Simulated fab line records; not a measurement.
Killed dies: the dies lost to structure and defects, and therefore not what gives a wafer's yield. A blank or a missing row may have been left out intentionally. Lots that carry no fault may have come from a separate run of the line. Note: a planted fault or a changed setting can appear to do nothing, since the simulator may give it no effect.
fab line records -- flow n5_finfet
record lots=7, wafers=21
route steps=1938 shown FIN_SAQP@116 FIN_CUT@173 DUMMY_GATE@225 SD_EPI_N@263 SD_EPI_P@312 SD_ACTIVATION@330
start_h: hours from the record's opening day to when the first of the lot's shown wafers began -- wait_h: time in hours since the lot's previous step -- " identical to the entry in the row above -- L1.1+2: a single row standing in for several wafers -- - either no value or no given start -- * or withheld: withheld -- < > ~ a bound
route shown NAME@n: a module of which the file shows steps, and the number in the route of the first -- usual: average and standard deviation across the fault-free wafers -- same: alike in all rows -- chamber/n: place in a boat -- sites: per-site readings -- _std_site: standard deviation of those values -- _edge_site: inner sites' mean taken away from outer sites' mean -- radius_mm: for every site, how far away it sits from the centre of the wafer -- mask NAME#n: copy n -- behind: the last tool/chamber to shape the wafer -- hold: what put the lot on hold/how long, in hours/how the hold closed -- device: whichever transistor did not switch (one of n, p or np) -- end of line: the route-end tests of the same wafers -- a step with no rows: only its recipe -- killed: not the wafer's yield, but the dies lost to structure and defects at the first sort -- map: shows each die of a wafer: x if killed, . if not, _ if none is there
set.NAME: the setting that was run; set.NAME@STEP: the one run at that earlier step -- model.NAME: the simulator's own value behind a step, which no gauge read
lots run with intentionally changed settings; tables by step, rows by wafer
## steps
# step N5_FIN_SAQP_ETCH_52
# recipe chemistry=N2/H2, target=SOC, target_depth_a=1000, overetch_a=200, mask_material=SiARC, temp_c=40, time_s=150, ion_energy_ev=200, pressure_mtorr=30, source_w=840, bias_w=150, n2_flow_sccm=200, h2_flow_sccm=200, ends=end_point
# usual rf_vpp_V=524.1/2.5
lot.wafer,tool,chamber,start_h,wait_h,set.source_w,rf_vpp_V
L074.1,rie_diel-02,2,23.12,0.0,942.5,502.5
L074.2,rie_diel-02,1,23.12,0.0,942.5,501.1
L074.3,rie_diel-02,0,23.12,0.0,840,525.0
L076.2,rie_diel-02,0,37.93,0.0,840,525.2
L076.3,rie_diel-02,1,37.93,0.0,840,519.8
L076.6,rie_diel-02,1,37.93,0.0,840,521.4
L078.4,rie_diel-04,3,45.94,0.0,800.4,530.7
L078.5,rie_diel-04,1,45.94,0.0,840,526.5
L078.6,rie_diel-04,2,45.94,0.0,800.4,531.5
L080.1,rie_diel-02,0,58.58,0.0,840,524.6
L080.3,rie_diel-02,3,58.58,0.0,840,525.7
L080.6,rie_diel-02,2,58.58,0.0,840,521.8
L084.1,rie_diel-03,2,82.12,0.0,989.6,496.0
L084.2,rie_diel-03,1,82.12,0.0,989.6,497.8
L084.4,rie_diel-03,3,82.12,0.0,840,526.6
L089.2,rie_diel-04,3,112.00,0.0,840,520.7
L089.4,rie_diel-04,0,112.00,0.0,840,528.3
L089.6,rie_diel-04,1,112.00,0.0,840,526.3
L093.2,rie_diel-03,2,139.64,0.0,840,523.6
L093.5,rie_diel-03,1,139.64,0.0,840,524.4
L093.6,rie_diel-03,2,139.64,0.0,840,522.8
# step N5_FIN_CUT_CUT_ETCH_26
# recipe chemistry=CH3F/O2, target=SiNx, target_depth_a=390, mask_material=SOC, time_s=55.7, pressure_mtorr=30, source_w=395, bias_w=73, Ar_flow_sccm=150, CH3F_flow_sccm=30, O2_flow_sccm=20, ion_energy_ev=120
lot.wafer,tool,chamber,start_h,wait_h,set.time_s,model.etch.depth_nm,model.SOC_of_FIN_CUT_COAT_18.thk_nm
L074.1,rie_diel-05,1,28.92,0.0,44.52,31.5,215.4
L074.2,rie_diel-05,0,28.92,0.0,55.7,39.22,211.6
L074.3,rie_diel-05,3,28.92,0.0,44.52,31.48,214.8
L076.2,rie_diel-01,1,43.42,0.0,55.7,37.34,212
L076.3,rie_diel-01,3,43.42,0.0,55.7,38.84,209.8
L076.6,rie_diel-01,3,43.42,0.0,55.7,38.77,211.4
L078.4,rie_diel-05,1,51.05,0.0,51.53,35.97,213.2
L078.5,rie_diel-05,1,51.05,0.0,55.7,38.78,211.2
L078.6,rie_diel-05,2,51.05,0.0,55.7,38.79,211.6
L080.1,rie_diel-01,1,64.40,0.0,55.7,37.83,211.6
L080.3,rie_diel-01,2,64.40,0.0,55.7,39.18,210.6
L080.6,rie_diel-01,2,64.40,0.0,55.7,38.82,211.2
L084.1,rie_diel-01,0,88.49,0.0,55.7,39.1,212
L084.2,rie_diel-01,2,88.49,0.0,55.7,38.98,210.8
L084.4,rie_diel-01,2,88.49,0.0,62.5,43.73,209.6
L089.2,rie_diel-06,2,117.53,0.0,48.31,34.1,212.4
L089.4,rie_diel-06,1,117.53,0.0,55.7,38.51,210.8
L089.6,rie_diel-06,0,117.53,0.0,55.7,37.81,211.4
L093.2,rie_diel-05,1,144.97,0.0,55.7,40.07,210.6
L093.5,rie_diel-05,2,144.97,0.0,55.7,39.32,210.8
L093.6,rie_diel-05,1,144.97,0.0,65.04,46.66,207.6
# step N5_FIN_CUT_CUT_ETCH_27
# recipe chemistry=CHF3/O2, target=SiO2, target_depth_a=40, mask_material=SOC, overetch_a=20, time_s=4.9, pressure_mtorr=30, source_w=650, bias_w=170, Ar_flow_sccm=200, CHF3_flow_sccm=50, O2_flow_sccm=5, ion_energy_ev=200
lot.wafer,tool,chamber,start_h,wait_h,set.time_s@FIN_CUT_CUT_ETCH_26,model.SOC_of_FIN_CUT_COAT_18.thk_nm
L074.1,rie_diel-05,1,28.97,0.0,44.52,211.6
L074.2,rie_diel-05,0,28.97,0.0,55.7,207.8
L074.3,rie_diel-05,3,28.97,0.0,44.52,211
L076.2,rie_diel-01,1,43.46,0.0,55.7,208.2
L076.3,rie_diel-01,3,43.46,0.0,55.7,206
L076.6,rie_diel-01,3,43.46,0.0,55.7,207.4
L078.4,rie_diel-05,1,51.10,0.0,51.53,209.4
L078.5,rie_diel-05,1,51.10,0.0,55.7,207.2
L078.6,rie_diel-05,2,51.10,0.0,55.7,207.6
L080.1,rie_diel-01,1,64.45,0.0,55.7,208
L080.3,rie_diel-01,2,64.45,0.0,55.7,206.8
L080.6,rie_diel-01,2,64.45,0.0,55.7,207.4
L084.1,rie_diel-01,0,88.54,0.0,55.7,208.2
L084.2,rie_diel-01,2,88.54,0.0,55.7,207.2
L084.4,rie_diel-01,2,88.54,0.0,62.5,205.8
L089.2,rie_diel-06,2,117.58,0.0,48.31,208.6
L089.4,rie_diel-06,1,117.58,0.0,55.7,207
L089.6,rie_diel-06,0,117.58,0.0,55.7,207.6
L093.2,rie_diel-05,1,145.02,0.0,55.7,206.6
L093.5,rie_diel-05,2,145.02,0.0,55.7,206.8
L093.6,rie_diel-05,1,145.02,0.0,65.04,203.6
# step N5_DUMMY_GATE_COAT_09
# recipe resist=CAR-EUV, spin_rpm=1500, resist_thk_nm=30
lot.wafer,tool,chamber,start_h,wait_h,set.spin_rpm,model.CAR-EUV_of_DUMMY_GATE_COAT_09.thk_nm
L074.1+2,litho_track-02,0,-,-,1585,29.2
L074.3,litho_track-02,0,-,-,1500,30
L076.2,litho_track-04,0,-,-,1500,30
L076.3,litho_track-04,0,-,-,1500,30.2
L076.6,litho_track-04,0,-,-,1589,29.2
L078.4,litho_track-01,0,-,-,1500,30
L078.5+6,litho_track-01,0,-,-,1577,29.4
L080.1+3+6,litho_track-01,0,-,-,1500,30
L084.1,litho_track-04,0,-,-,1500,30.2
L084.2+4,litho_track-04,0,-,-,1649,28.8
L089.2+4,litho_track-02,0,-,-,1440,30.6
L089.6,litho_track-02,0,-,-,1500,30
L093.2,litho_track-04,0,-,-,1500,30.2
L093.5,litho_track-04,0,-,-,1500,30
L093.6,litho_track-04,0,-,-,1384,31.4
# step N5_DUMMY_GATE_EBR_11
# recipe solvent=PGMEA, ebr_width_mm=1.5
# step N5_DUMMY_GATE_SOFTBAKE_10
# recipe temp_c=110, time_s=60, resist=CAR-EUV
# step N5_DUMMY_GATE_DESCUM_20
# recipe chemistry=O2, time_s=6.2, source_power_w=50, bias_power_w=20, pressure_mtorr=20, rf_frequency_hz=2.712e+07, temp_c=40, resist=CAR-EUV, o2_flow_sccm=225
lot.wafer,tool,chamber,start_h,wait_h,set.spin_rpm@DUMMY_GATE_COAT_09,model.CAR-EUV_of_DUMMY_GATE_COAT_09.thk_nm
L074.1+2,rie_diel-01,"3,0",46.94,0.0,1585,25.6
L074.3,rie_diel-01,1,46.94,0.0,1500,26.6
L076.2+3,rie_diel-05,"0,1",61.68,0.0,1500,26.6
L076.6,rie_diel-05,1,61.68,0.0,1589,25.6
L078.4,rie_diel-05,2,69.67,0.1,1500,26.6
L078.5+6,rie_diel-05,"0,1",69.67,0.1,1577,25.8
L080.1+6,rie_diel-01,"0,2",84.53,0.0,1500,26.4
L080.3,rie_diel-01,1,84.53,0.0,1500,26.6
L084.1,rie_diel-01,0,112.12,0.0,1500,26.6
L084.2,rie_diel-01,1,112.12,0.0,1649,25.2
L084.4,rie_diel-01,3,112.12,0.0,1649,25
L089.2,rie_diel-05,3,136.00,0.4,1440,27
L089.4,rie_diel-05,2,136.00,0.4,1440,27.2
L089.6,rie_diel-05,1,136.00,0.4,1500,26.4
L093.2+5,rie_diel-06,"2,3",163.23,0.0,1500,26.6
L093.6,rie_diel-06,2,163.23,0.0,1384,27.8
# step N5_SD_EPI_N_COAT_33
# recipe resist=SiARC, temp_c=220, time_s=60, spin_rpm=1500, resist_thk_nm=35
lot.wafer,tool,chamber,start_h,wait_h,set.spin_rpm,model.SiARC_of_SD_EPI_N_COAT_33.thk_nm
L074.1+2,litho_track-03,0,-,-,1653,33.4
L074.3,litho_track-03,0,-,-,1653,33.2
L076.2+3,litho_track-05,0,-,-,1500,35
L076.6,litho_track-05,0,-,-,1352,36.8
L078.4,litho_track-01,0,-,-,1444,35.8
L078.5+6,litho_track-01,0,-,-,1444,35.6
L080.1+6,litho_track-05,0,-,-,1500,35
L080.3,litho_track-05,0,-,-,1500,35.2
L084.1+2,litho_track-01,0,-,-,1403,36.2
L084.4,litho_track-01,0,-,-,1500,35
L089.2,litho_track-01,0,-,-,1500,35
L089.4,litho_track-01,0,-,-,1572,34.2
L089.6,litho_track-01,0,-,-,1572,34.4
L093.2,litho_track-05,0,-,-,1500,35.2
L093.5+6,litho_track-05,0,-,-,1500,35
# step N5_SD_EPI_N_PEB_07
# recipe peb_temp_c=110, peb_time_s=60, resist=CAR-ArF-block
lot.wafer,tool,chamber,start_h,wait_h,set.peb_time_s
L074.1+3,litho_track-03,0,49.03,0.1,68.28
L074.2,litho_track-03,0,49.03,0.1,60
L076.2+3,litho_track-03,0,63.97,0.0,60
L076.6,litho_track-03,0,63.97,0.0,69.74
L078.4+5,litho_track-05,0,71.79,0.0,46.94
L078.6,litho_track-05,0,71.79,0.0,60
L080.1+3+6,litho_track-01,0,87.45,0.1,60
L084.1+2+4,litho_track-03,0,114.40,0.1,53.14
L089.2+4+6,litho_track-01,0,138.14,0.0,60
L093.2+5,litho_track-03,0,165.20,0.1,60
L093.6,litho_track-03,0,165.20,0.1,63.66
# step N5_SD_EPI_N_DEVELOP_08
# recipe develop_time_s=30, developer=TMAH, resist=CAR-ArF-block, dev_temp_c=23, rinse_liquid=diw, dry=air_spin
# step N5_SD_EPI_N_CD_MEAS_09
# recipe target_cd_nm=120, landing_energy_ev=500, detector=se_inlens
# usual cd_nm=120.1/0.61
lot.wafer,tool,chamber,start_h,wait_h,set.peb_time_s@SD_EPI_N_PEB_07,cd_nm
L074.1,cd_sem-01,0,49.09,-,68.28,123.6
L074.2,cd_sem-01,0,49.09,-,60,119.8
L074.3,cd_sem-01,0,49.09,-,68.28,124.2
L076.2,cd_sem-03,0,64.04,-,60,121.1
L076.3,cd_sem-03,0,64.04,-,60,120.3
L076.6,cd_sem-03,0,64.04,-,69.74,125.4
L078.4,cd_sem-03,0,71.86,-,46.94,110.7
L078.5,cd_sem-03,0,71.86,-,46.94,110.3
L078.6,cd_sem-03,0,71.86,-,60,119.5
L080.1,cd_sem-01,0,87.52,-,60,120.0
L080.3,cd_sem-01,0,87.52,-,60,120.1
L080.6,cd_sem-01,0,87.52,-,60,119.6
L084.1,cd_sem-01,0,114.47,-,53.14,115.7
L084.2,cd_sem-01,0,114.47,-,53.14,115.5
L084.4,cd_sem-01,0,114.47,-,53.14,116.7
L089.2,cd_sem-01,0,138.20,-,60,119.0
L089.4,cd_sem-01,0,138.20,-,60,119.5
L089.6,cd_sem-01,0,138.20,-,60,119.2
L093.2,cd_sem-01,0,165.26,-,60,120.8
L093.5,cd_sem-01,0,165.26,-,60,120.6
L093.6,cd_sem-01,0,165.26,-,63.66,122.9
# step N5_SD_EPI_N_DESCUM_14
# recipe chemistry=O2, time_s=7.9, source_power_w=50, bias_power_w=20, pressure_mtorr=20, rf_frequency_hz=2.712e+07, temp_c=40, resist=CAR-ArF-block, o2_flow_sccm=225
lot.wafer,tool,chamber,start_h,wait_h,set.peb_time_s@SD_EPI_N_PEB_07,model.SD_EPI_N.cd_nm
L074.1,rie_diel-03,0,49.22,0.1,68.28,124
L074.2,rie_diel-03,1,49.22,0.1,60,119.8
L074.3,rie_diel-03,2,49.22,0.1,68.28,124.2
L076.2,rie_diel-02,1,64.29,0.2,60,120.8
L076.3,rie_diel-02,3,64.29,0.2,60,120.4
L076.6,rie_diel-02,0,64.29,0.2,69.74,125.2
L078.4,rie_diel-03,2,71.95,0.0,46.94,110.4
L078.5,rie_diel-03,2,71.95,0.0,46.94,110.2
L078.6,rie_diel-03,1,71.95,0.0,60,119.2
L080.1,rie_diel-02,2,87.61,0.0,60,120
L080.3,rie_diel-02,3,87.61,0.0,60,120.2
L080.6,rie_diel-02,1,87.61,0.0,60,119.8
L084.1+2,rie_diel-02,"0,1",114.55,0.0,53.14,115.6
L084.4,rie_diel-02,3,114.55,0.0,53.14,116.4
L089.2,rie_diel-03,0,138.29,0.0,60,119
L089.4,rie_diel-03,0,138.29,0.0,60,119.4
L089.6,rie_diel-03,3,138.29,0.0,60,119.2
L093.2,rie_diel-04,1,165.35,0.0,60,120.4
L093.5,rie_diel-04,0,165.35,0.0,60,120.6
L093.6,rie_diel-04,1,165.35,0.0,63.66,122.6
# step N5_SD_EPI_N_ETCH_34
# recipe chemistry=CF4, target=SiARC, target_depth_a=455, mask_material=CAR-ArF-block, time_s=75.8, ion_energy_ev=80, pressure_mtorr=40, source_w=545, bias_w=36, Ar_flow_sccm=100, cf4_flow_sccm=100, ends=cleared
lot.wafer,tool,chamber,start_h,wait_h,set.spin_rpm@SD_EPI_N_COAT_33,model.CAR-ArF-block_of_SD_EPI_N_COAT_03.thk_nm,model.etch.depth_nm
L074.1,rie_diel-03,0,49.26,0.0,1653,114.2,33.37
L074.2,rie_diel-03,1,49.26,0.0,1653,114,33.37
L074.3,rie_diel-03,2,49.26,0.0,1653,114.4,33.26
L076.2,rie_diel-02,1,64.33,0.0,1500,110.2,35.01
L076.3,rie_diel-02,3,64.33,0.0,1500,110.4,35.08
L076.6,rie_diel-02,0,64.33,0.0,1352,108.6,36.89
L078.4,rie_diel-03,2,71.98,0.0,1444,110,35.71
L078.5,rie_diel-03,2,71.98,0.0,1444,109.8,35.68
L078.6,rie_diel-03,1,71.98,0.0,1444,110.2,35.69
L080.1,rie_diel-02,2,87.64,0.0,1500,110.6,35.07
L080.3,rie_diel-02,3,87.64,0.0,1500,110.6,35.1
L080.6,rie_diel-02,1,87.64,0.0,1500,110.8,34.98
L084.1,rie_diel-02,0,114.59,0.0,1403,109.6,36.29
L084.2,rie_diel-02,1,114.59,0.0,1403,109.6,36.24
L084.4,rie_diel-02,3,114.59,0.0,1500,111,34.95
L089.2,rie_diel-03,0,138.33,0.0,1500,111,35.08
L089.4,rie_diel-03,0,138.33,0.0,1572,111.8,34.23
L089.6,rie_diel-03,3,138.33,0.0,1572,111,34.3
L093.2,rie_diel-04,1,165.39,0.0,1500,110.2,35.16
L093.5,rie_diel-04,0,165.39,0.0,1500,110.2,35.09
L093.6,rie_diel-04,1,165.39,0.0,1500,110.6,35.09
# step N5_SD_EPI_N_ETCH_35
# recipe chemistry=N2/H2, target=SOC, overetch_a=1080, mask_material=SiARC, temp_c=40, ion_energy_ev=100, source_w=3000, bias_w=133, pressure_mtorr=20, time_s=486, n2_flow_sccm=200, h2_flow_sccm=200
lot.wafer,tool,chamber,start_h,wait_h,set.peb_time_s@SD_EPI_N_PEB_07,model.SD_EPI_N.cd_nm
L074.1,rie_diel-03,0,49.31,0.0,68.28,123.8
L074.2,rie_diel-03,1,49.31,0.0,60,121.2
L074.3,rie_diel-03,2,49.31,0.0,68.28,123.4
L076.2,rie_diel-02,1,64.38,0.0,60,121.8
L076.3,rie_diel-02,3,64.38,0.0,60,119
L076.6,rie_diel-02,0,64.38,0.0,69.74,124.2
L078.4,rie_diel-03,2,72.04,0.0,46.94,110.8
L078.5,rie_diel-03,2,72.04,0.0,46.94,110.2
L078.6,rie_diel-03,1,72.04,0.0,60,120
L080.1,rie_diel-02,2,87.70,0.0,60,120.8
L080.3,rie_diel-02,3,87.70,0.0,60,118.4
L080.6,rie_diel-02,1,87.70,0.0,60,120.2
L084.1,rie_diel-02,0,114.64,0.0,53.14,114.6
L084.2,rie_diel-02,1,114.64,0.0,53.14,115.6
L084.4,rie_diel-02,3,114.64,0.0,53.14,114.8
L089.2,rie_diel-03,0,138.38,0.0,60,118.8
L089.4,rie_diel-03,0,138.38,0.0,60,119
L089.6,rie_diel-03,3,138.38,0.0,60,118
L093.2,rie_diel-04,1,165.44,0.0,60,121.2
L093.5,rie_diel-04,0,165.44,0.0,60,120
L093.6,rie_diel-04,1,165.44,0.0,63.66,123.8
# step N5_SD_EPI_P_ETCH_16
# recipe chemistry=CHF3/O2, target=SiO2, target_depth_a=50, mask_material=SOC, pressure_mtorr=30, source_w=650, bias_w=170, Ar_flow_sccm=200, CHF3_flow_sccm=50, O2_flow_sccm=5, ion_energy_ev=200
lot.wafer,tool,chamber,start_h,wait_h,set.target_depth_a,model.etch.depth_nm
L074.1,rie_diel-01,2,54.27,0.1,50,5.027
L074.2,rie_diel-01,1,54.27,0.1,44.92,4.361
L074.3,rie_diel-01,0,54.27,0.1,44.92,4.506
L076.2,rie_diel-06,1,69.34,0.1,44.15,4.41
L076.3,rie_diel-06,3,69.34,0.1,50,5.046
L076.6,rie_diel-06,2,69.34,0.1,44.15,4.501
L078.4,rie_diel-06,2,77.05,0.1,50,5.096
L078.5,rie_diel-06,1,77.05,0.1,45.05,4.429
L078.6,rie_diel-06,0,77.05,0.1,50,4.9
L080.1,rie_diel-06,2,92.71,0.1,50,5.097
L080.3,rie_diel-06,1,92.71,0.1,50,4.906
L080.6,rie_diel-06,3,92.71,0.1,50,5.022
L084.1,rie_diel-06,2,119.61,0.1,50,5.048
L084.2,rie_diel-06,0,119.61,0.1,50,4.873
L084.4,rie_diel-06,3,119.61,0.1,50,4.93
L089.2,rie_diel-05,3,143.25,0.1,50,4.973
L089.4,rie_diel-05,0,143.25,0.1,50,5.006
L089.6,rie_diel-05,3,143.25,0.1,50,5.042
L093.2,rie_diel-05,3,170.58,0.1,50,4.948
L093.5,rie_diel-05,0,170.58,0.1,50,4.928
L093.6,rie_diel-05,3,170.58,0.1,50,5.001
# step N5_SD_EPI_P_EPI_21
# recipe material=SiGe:B, dopant=B, temp_c=550, pressure_torr=20, ambient=H2, time_s=355
lot.wafer,tool,chamber,start_h,wait_h,set.temp_c,model.SiGe-B_of_SD_EPI_P_EPI_21.thk_nm
L074.1+2,epi_rpcvd-02,0,55.00,0.1,550,60.8
L074.3,epi_rpcvd-02,0,55.00,0.1,547.1,56.6
L076.2,epi_rpcvd-03,0,70.44,0.5,550,62
L076.3,epi_rpcvd-03,0,70.44,0.5,550,60.8
L076.6,epi_rpcvd-03,0,71.88,1.8,550,61.8
L078.4,epi_rpcvd-02,0,80.84,2.7,547.1,58
L078.5,epi_rpcvd-02,0,80.84,2.7,550,61.4
L078.6,epi_rpcvd-02,0,80.84,2.7,547.1,57.8
L080.1,epi_rpcvd-03,0,93.44,0.1,550,62.2
L080.3,epi_rpcvd-03,0,93.44,0.1,550,61.6
L080.6,epi_rpcvd-03,0,95.24,1.8,550,61.2
L084.1,epi_rpcvd-02,0,120.70,0.2,550,62
L084.2,epi_rpcvd-02,0,120.70,0.2,553.9,68.6
L084.4,epi_rpcvd-02,0,120.70,0.2,550,61.6
L089.2,epi_rpcvd-03,0,144.34,0.5,551.3,62
L089.4,epi_rpcvd-03,0,144.34,0.5,550,60.4
L089.6,epi_rpcvd-03,0,144.34,0.5,551.3,61.6
L093.2,epi_rpcvd-03,0,171.67,0.5,550,61
L093.5,epi_rpcvd-03,0,172.75,1.5,547,57.6
L093.6,epi_rpcvd-03,0,172.75,1.5,547,57
# step N5_SD_EPI_P_HM_STRIP_48
# recipe chemistry=H3PO4, temp_c=160, material=SiNx, target=SiNx, target_depth_a=30, overetch_fraction=0.3
lot.wafer,tool,chamber,start_h,wait_h,set.temp_c@SD_EPI_P_EPI_21,model.SiGe-B_of_SD_EPI_P_EPI_21.thk_nm
L074.1,wet_bench-02,6,57.23,0.0,550,60.6
L074.2,wet_bench-02,7,57.23,0.0,550,60.4
L074.3,wet_bench-02,1,57.23,0.0,547.1,56.2
L076.2,wet_bench-02,0,72.31,0.0,550,61.6
L076.3,wet_bench-02,2,72.31,0.0,550,60.4
L076.6,wet_bench-02,7,72.31,0.0,550,61.4
L078.4,wet_bench-01,5,83.48,0.0,547.1,57.8
L078.5,wet_bench-01,0,83.48,0.0,550,61
L078.6,wet_bench-01,6,83.48,0.0,547.1,57.6
L080.1,wet_bench-04,1,95.69,0.0,550,61.8
L080.3,wet_bench-04,6,95.69,0.0,550,61.4
L080.6,wet_bench-04,7,95.69,0.0,550,61
L084.1,wet_bench-02,6,123.65,0.0,550,61.8
L084.2,wet_bench-02,5,123.65,0.0,553.9,68.2
L084.4,wet_bench-02,2,123.65,0.0,550,61.2
L089.2,wet_bench-04,3,146.22,0.0,551.3,61.6
L089.4,wet_bench-04,6,146.22,0.0,550,60.2
L089.6,wet_bench-04,5,146.22,0.0,551.3,61.2
L093.2,wet_bench-02,4,173.57,0.0,550,60.8
L093.5,wet_bench-02,1,173.57,0.0,547,57.4
L093.6,wet_bench-02,0,173.57,0.0,547,56.8
# step N5_SD_EPI_P_SRD_49
# recipe dry=ipa_marangoni, time_s=30, temp_c=23, rinse_liquid=diw
# step N5_SD_EPI_P_PRECLEAN_24
# recipe chemistry=O3/DIW, time_s=45, temp_c=22, o3_ppm=10
lot.wafer,tool,chamber,start_h,wait_h,set.temp_c@SD_EPI_P_EPI_21,model.SiGe-B_of_SD_EPI_P_EPI_21.thk_nm
L074.1+2,wet_bench-02,"6,7",57.30,0.0,550,60.4
L074.3,wet_bench-02,1,57.30,0.0,547.1,56.2
L076.2+6,wet_bench-02,"0,7",72.38,0.0,550,61.4
L076.3,wet_bench-02,2,72.38,0.0,550,60.4
L078.4,wet_bench-01,5,83.55,0.0,547.1,57.6
L078.5,wet_bench-01,0,83.55,0.0,550,61
L078.6,wet_bench-01,6,83.55,0.0,547.1,57.4
L080.1,wet_bench-04,1,95.76,0.0,550,61.8
L080.3,wet_bench-04,6,95.76,0.0,550,61.2
L080.6,wet_bench-04,7,95.76,0.0,550,60.8
L084.1,wet_bench-02,6,123.72,0.0,550,61.6
L084.2,wet_bench-02,5,123.72,0.0,553.9,68
L084.4,wet_bench-02,2,123.72,0.0,550,61
L089.2,wet_bench-04,3,146.29,0.0,551.3,61.6
L089.4,wet_bench-04,6,146.29,0.0,550,60
L089.6,wet_bench-04,5,146.29,0.0,551.3,61.2
L093.2,wet_bench-02,4,173.63,0.0,550,60.6
L093.5,wet_bench-02,1,173.63,0.0,547,57.2
L093.6,wet_bench-02,0,173.63,0.0,547,56.6
# step N5_SD_EPI_P_PRECLEAN_32
# recipe chemistry=dHF, time_s=10, dilution=500:1, temp_c=25
# step N5_SD_EPI_P_PRECLEAN_33
# recipe chemistry=SC2, time_s=45, temp_c=35, mix=1:1:50
# step N5_SD_ACTIVATION_RTA_00
# recipe temp_c=975, time_s=0, ambient=N2, idle_temp_c=600, ramp_up_c_per_s=150, ramp_down_c_per_s=60, cool_to_c=600
# step N5_SD_ACTIVATION_LSA_01
# recipe temp_c=1080, time_s=0.0008, ambient=N2
# step N5_SD_ACTIVATION_RS_MEAS_03
# recipe thk_meas_gauge=four-point-probe
# usual RS_SD_N=21.92/0.26, RS_SD_P=55.9/0.75
lot.wafer,tool,chamber,start_h,wait_h,set.temp_c@SD_EPI_P_EPI_21,RS_SD_N[ohm/sq],RS_SD_P[ohm/sq]
L074.1,film_metro-01,-,57.99,0.2,550,22.03,56.0
L074.2,film_metro-01,-,57.99,0.2,550,21.81,56.2
L074.3,film_metro-01,-,57.99,0.2,547.1,21.84,60.7
L076.2,film_metro-02,-,72.90,0.2,550,22.14,56.3
L076.3,film_metro-02,-,72.90,0.2,550,22.02,56.9
L076.6,film_metro-02,-,72.90,0.2,550,21.65,56.4
L078.4,film_metro-02,-,84.13,0.2,547.1,22.13,59.3
L078.5,film_metro-02,-,84.13,0.2,550,22.30,55.5
L078.6,film_metro-02,-,84.13,0.2,547.1,22.27,59.9
L080.1,film_metro-02,-,96.26,0.2,550,21.76,53.9
L080.3,film_metro-02,-,96.26,0.2,550,21.68,54.5
L080.6,film_metro-02,-,96.26,0.2,550,21.66,54.7
L084.1,film_metro-02,-,124.56,0.2,550,22.35,55.1
L084.2,film_metro-02,-,124.56,0.2,553.9,22.00,48.9
L084.4,film_metro-02,-,124.56,0.2,550,22.20,55.2
L089.2,film_metro-02,-,147.02,0.2,551.3,22.27,54.5
L089.4,film_metro-02,-,147.02,0.2,550,22.27,55.8
L089.6,film_metro-02,-,147.02,0.2,551.3,22.01,55.1
L093.2,film_metro-02,-,174.31,0.2,550,21.95,55.3
L093.5,film_metro-02,-,174.31,0.2,547,21.77,59.3
L093.6,film_metro-02,-,174.31,0.2,547,21.68,60.2
## key
split step=N5_FIN_SAQP_ETCH_52, setting=source_w, stated=840, by=wafer
response step=N5_FIN_SAQP_ETCH_52, reading=rf_vpp_V, change=-1.7, per=1%, r=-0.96
split step=N5_FIN_CUT_CUT_ETCH_26, setting=time_s, stated=55.7, by=wafer
response step=N5_FIN_CUT_CUT_ETCH_26, reading=model.etch.depth_nm, change=+0.38, per=1%, r=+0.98
response step=N5_FIN_CUT_CUT_ETCH_26, reading=model.SOC_of_FIN_CUT_COAT_18.thk_nm, change=-0.164, per=1%, r=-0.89
response step=N5_FIN_CUT_CUT_ETCH_27, reading=model.SOC_of_FIN_CUT_COAT_18.thk_nm, change=-0.167, per=1%, r=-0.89
split step=N5_DUMMY_GATE_COAT_09, setting=spin_rpm, stated=1500, by=wafer
response step=N5_DUMMY_GATE_COAT_09, reading=model.CAR-EUV_of_DUMMY_GATE_COAT_09.thk_nm, change=-0.147, per=1%, r=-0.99
response step=N5_DUMMY_GATE_DESCUM_20, reading=model.CAR-EUV_of_DUMMY_GATE_COAT_09.thk_nm, change=-0.159, per=1%, r=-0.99
split step=N5_SD_EPI_N_COAT_33, setting=spin_rpm, stated=1500, by=wafer
response step=N5_SD_EPI_N_COAT_33, reading=model.SiARC_of_SD_EPI_N_COAT_33.thk_nm, change=-0.178, per=1%, r=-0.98
response step=N5_SD_EPI_N_ETCH_34, reading=model.CAR-ArF-block_of_SD_EPI_N_COAT_03.thk_nm, change=+0.171, per=1%, r=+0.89
response step=N5_SD_EPI_N_ETCH_34, reading=model.etch.depth_nm, change=-0.189, per=1%, r=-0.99
split step=N5_SD_EPI_N_PEB_07, setting=peb_time_s, stated=60, by=wafer
response step=N5_SD_EPI_N_CD_MEAS_09, reading=cd_nm, change=+0.354, per=1%, r=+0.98
response step=N5_SD_EPI_N_DESCUM_14, reading=model.SD_EPI_N.cd_nm, change=+0.353, per=1%, r=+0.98
response step=N5_SD_EPI_N_ETCH_35, reading=model.SD_EPI_N.cd_nm, change=+0.333, per=1%, r=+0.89
split step=N5_SD_EPI_P_ETCH_16, setting=target_depth_a, stated=50, by=wafer
response step=N5_SD_EPI_P_ETCH_16, reading=model.etch.depth_nm, change=+0.0549, per=1%, r=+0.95
split step=N5_SD_EPI_P_EPI_21, setting=temp_c, stated=550, by=wafer
response step=N5_SD_EPI_P_EPI_21, reading=model.SiGe-B_of_SD_EPI_P_EPI_21.thk_nm, change=+7.95, per=1%, r=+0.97
response step=N5_SD_EPI_P_HM_STRIP_48, reading=model.SiGe-B_of_SD_EPI_P_EPI_21.thk_nm, change=+7.83, per=1%, r=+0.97
response step=N5_SD_EPI_P_PRECLEAN_24, reading=model.SiGe-B_of_SD_EPI_P_EPI_21.thk_nm, change=+7.9, per=1%, r=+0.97
response step=N5_SD_ACTIVATION_RS_MEAS_03, reading=RS_SD_P, change=-8.29, per=1%, r=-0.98
